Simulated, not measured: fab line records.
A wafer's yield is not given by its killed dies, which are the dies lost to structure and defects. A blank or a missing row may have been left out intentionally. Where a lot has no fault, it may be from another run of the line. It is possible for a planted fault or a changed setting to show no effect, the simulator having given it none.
A lot that was struck, set against a sound lot	flow n5Finfet	36 out of 1938 route steps
Sound: wafers L714.2, L714.3, L714.5. The struck wafers were L712.2, L712.3, L712.6. Last of all comes the cause.
Per side, at each step with rows, come the tool, then ch with its chambers, and then its first start. Under that, the readings that differ: sound wafers	struck wafers	difference of the means	sigmas: that difference in standard deviations of wafers without a fault.
alike: readings with means less than 2 such deviations apart, plus words and numbers identical on both sides. not compared: withheld readings, readings lacking a value on some wafer, bounds such as >300 that could conceal the same value, and numbers that have no deviation in the record and whose values overlap.
Wherever a step has rows on one side only, a row that says differs or no value, or a row with sigmas, the two part there. Numbers that don't overlap but have no deviation are shown without sigmas and don't part them. A reading that every wafer of one side lacks parts them only if that side has two wafers or more.

first, 9 steps without rows for these wafers: N5_BEOL_M4_ANNEAL_95 (time 240 s); N5_BEOL_M4_SPUTTER_96 (material Cu, target thk 4.5 nm, time 8.29 s); N5_BEOL_M4_ECD_50 (material Cu, target thk 300 nm); N5_BEOL_M4_ANNEAL_51 (time 90 s); N5_BEOL_M4_CMP_52 (polishes, stops on SiOC, t overpolish 6.8 s, target thk 40 nm); N5_BEOL_M4_PRE_CLEAN_60 (time 15 s); N5_BEOL_M4_CO_CAP_55 (material Co, precursor CCTBA/H2, target thk 2 nm, time 102.1 s); N5_BEOL_M4_PRE_CLEAN_56 (time 15 s); N5_BEOL_M4_DEP_57 (deposits SiCN from 3MS/NH3, target thk 8 nm, time 14 s).
N5_BEOL_M4_RC_MEAS_101:
  sound on prober-01 ch 0, day 15 20:09; struck on prober-01 ch 0, day 15 08:47
reading	sound	struck	difference	sigmas
IOFF_N (nA/um)	0.190 0.179 0.202	0.156 0.126 0.150	-0.046	-2
  alike: DIBL_N, DIBL_P, IOFF_P, ION_N, ION_P, SS_N, SS_P, VT_N, VT_P
then, 24 steps without rows for these wafers: N5_BEOL_M5_ILD_DEP_00 (deposits SiCOH lowk from DEMS/porogen, target thk 140.64 nm, time 25.9 s); N5_BEOL_M5_CURE_79 (cures SiCOH lowk, time 240 s); N5_BEOL_M5_PECVD_70 (deposits SiO2 from TEOS/O2, target thk 16 nm, time 18 s); N5_BEOL_M5_HM_DEP_02 (deposits TiN, target thk 20 nm); N5_BEOL_M5_COAT_59 (time 60 s, resist thk 60 nm); N5_BEOL_M5_COAT_60 (time 60 s, resist thk 12 nm); N5_BEOL_M5_COAT_71 (time 60 s, resist thk 5 nm); N5_BEOL_M5_COAT_05 (resist thk 30 nm); N5_BEOL_M5_EBR_07; N5_BEOL_M5_SOFTBAKE_06 (time 60 s); N5_BEOL_M5_EXPOSE_08 (exposes mask M5, target cd 28 nm); N5_BEOL_M5_PEB_09 (peb time 60 s); N5_BEOL_M5_DEVELOP_10 (develop time 30 s); N5_BEOL_M5_DESCUM_16 (chemistry O2, time 7 s); N5_BEOL_M5_ETCH_72 (etches underlayer in N2/H2, target depth 6.5 nm, time 5.2 s); N5_BEOL_M5_ETCH_61 (etches SiARC in CF4, target depth 15.6 nm, time 26 s); N5_BEOL_M5_ETCH_62 (etches SOC in N2/H2, target depth 75 nm, overetch 15 nm, time 112.5 s); N5_BEOL_M5_STRIP_63 (strips in N2/H2); N5_BEOL_M5_STRIP_73 (strips in N2/H2); N5_BEOL_M5_STRIP_64 (strips in CF4); N5_BEOL_M5_HM_OPEN_17 (chemistry Cl2/BCl3, target TiN, target depth 20 nm, overetch 6 nm); N5_BEOL_M5_STRIP_19 (strips in O2); N5_BEOL_M5_COAT_65 (time 60 s, resist thk 60 nm); N5_BEOL_M5_COAT_66 (time 60 s, resist thk 12 nm).
-- a jump in the record: the struck wafers' starts before and after are 3 days apart (it breaks off in module BEOL_M5 and resumes in module BEOL_M13, where the first step shown is number 1699 of the route) --
N5_BEOL_M13_STRIP_37: strips in N2/H2.
  sound on plasmaAsher-01 ch 0,1, day 18 21:05; struck on plasmaAsher-02 ch 0,1, day 18 16:30
  no value came back on the struck wafers for any of 5 readings (drypumpMotorCurrentA (A), h2FlowSccm (sccm) and others); on the sound wafers drypumpMotorCurrentA (A) reads 4.7 5.8 4.7
  not compared: rfHoursCounterH
N5_PASSIVATION_PROBE_49:
  the record has rows for the struck wafers here (prober-02, day 20 09:09) and none for the sound ones

== WHERE THEY PART ==
First at N5_BEOL_M4_RC_MEAS_101; last, within this record, at N5_PASSIVATION_PROBE_49.

WHY: what the simulator had put in
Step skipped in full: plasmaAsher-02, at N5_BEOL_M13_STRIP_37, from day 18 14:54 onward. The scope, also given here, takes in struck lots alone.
